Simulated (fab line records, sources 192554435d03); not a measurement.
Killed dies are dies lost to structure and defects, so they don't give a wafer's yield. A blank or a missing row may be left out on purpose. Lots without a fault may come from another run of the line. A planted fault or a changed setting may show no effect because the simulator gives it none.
Split-lot experiment | flow n5_finfet | 7 lots, 21 wafers read, on a route of 1938 steps

THE SPLIT
At N5_BEOL_M10_PEB_26 (peb time 60 s), the setting peb_time_s was moved away from the recipe's 60 s on 7 of the 21 wafers read, by -7.5% to +15.3%. The other wafers ran this setting at the recipe's value.

FROM THE SPLIT TO THE READING: what the file shows between them, 1 step
- N5_BEOL_M10_DEVELOP_27: develop time 30 s

THE READING
cd_nm, in nm, at N5_BEOL_M10_CD_MEAS_28 (target cd 70 nm). Fault-free wafers of this fab line usually give 70.1 nm, standard deviation 0.85 nm.

wafer  | tool, chamber at the split | peb_time_s as run, s | against the recipe | cd_nm, nm | against lot-mates on the recipe
L074.2 | litho_track-02, 0          | 65.68                | +9.5%              | 72.6      | +2.6
L074.3 | litho_track-02, 0          | 60                   | recipe             | 70.2      | -
L074.6 | litho_track-02, 0          | 60                   | recipe             | 69.7      | -
L081.3 | litho_track-01, 0          | 60                   | recipe             | 69.4      | -
L081.4 | litho_track-01, 0          | 60                   | recipe             | 69.6      | -
L081.6 | litho_track-01, 0          | 60                   | recipe             | 69.6      | -
L084.1 | litho_track-02, 0          | 55.48                | -7.5%              | 66.3      | -2.1
L084.3 | litho_track-02, 0          | 60                   | recipe             | 68.4      | -
L084.4 | litho_track-02, 0          | 55.48                | -7.5%              | 65.8      | -2.6
L087.1 | litho_track-03, 0          | 60                   | recipe             | 69.3      | -
L087.2 | litho_track-03, 0          | 60                   | recipe             | 69.7      | -
L087.5 | litho_track-03, 0          | 60                   | recipe             | 69.8      | -
L090.2 | litho_track-03, 0          | 69.18                | +15.3%             | 77.3      | +6.7
L090.5 | litho_track-03, 0          | 69.18                | +15.3%             | 76.6      | +6.0
L090.6 | litho_track-03, 0          | 60                   | recipe             | 70.6      | -
L093.2 | litho_track-01, 0          | 60                   | recipe             | 71.0      | -
L093.3 | litho_track-01, 0          | 60                   | recipe             | 69.6      | -
L093.4 | litho_track-01, 0          | 60                   | recipe             | 71.3      | -
L091.1 | litho_track-03, 0          | 63.83                | +6.4%              | 73.1      | +2.8
L091.3 | litho_track-03, 0          | 60                   | recipe             | 70.3      | -
L091.6 | litho_track-03, 0          | 63.83                | +6.4%              | 72.8      | +2.5

THE FIT
A straight line over all 21 wafers: cd_nm changes by +0.454 nm for each +1% of peb_time_s; r = +0.97; the points scatter about the line by 0.74 nm.
The same after taking each lot's own level away (the mean of its wafers on the recipe; 21 wafers): +0.38 nm for each +1%; r = +0.98; scatter 0.48 nm.
On that fit, the largest move of peb_time_s shifts the reading by 5.8 nm.
The lots' own levels span 68.40 to 70.63 nm, that is 2.6 times the standard deviation above.
So the lot-to-lot level changes the slope: the two fits differ.
Check: with one of the wafers moved furthest among these (+15.3%) left out of the fit, the line predicts +5.51 nm for it against its lot-mates. It came out at +6.7 nm against them.

THE FILE'S OWN FIT
cd_nm changes by +0.372 nm for each +1% of peb_time_s, r = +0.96.
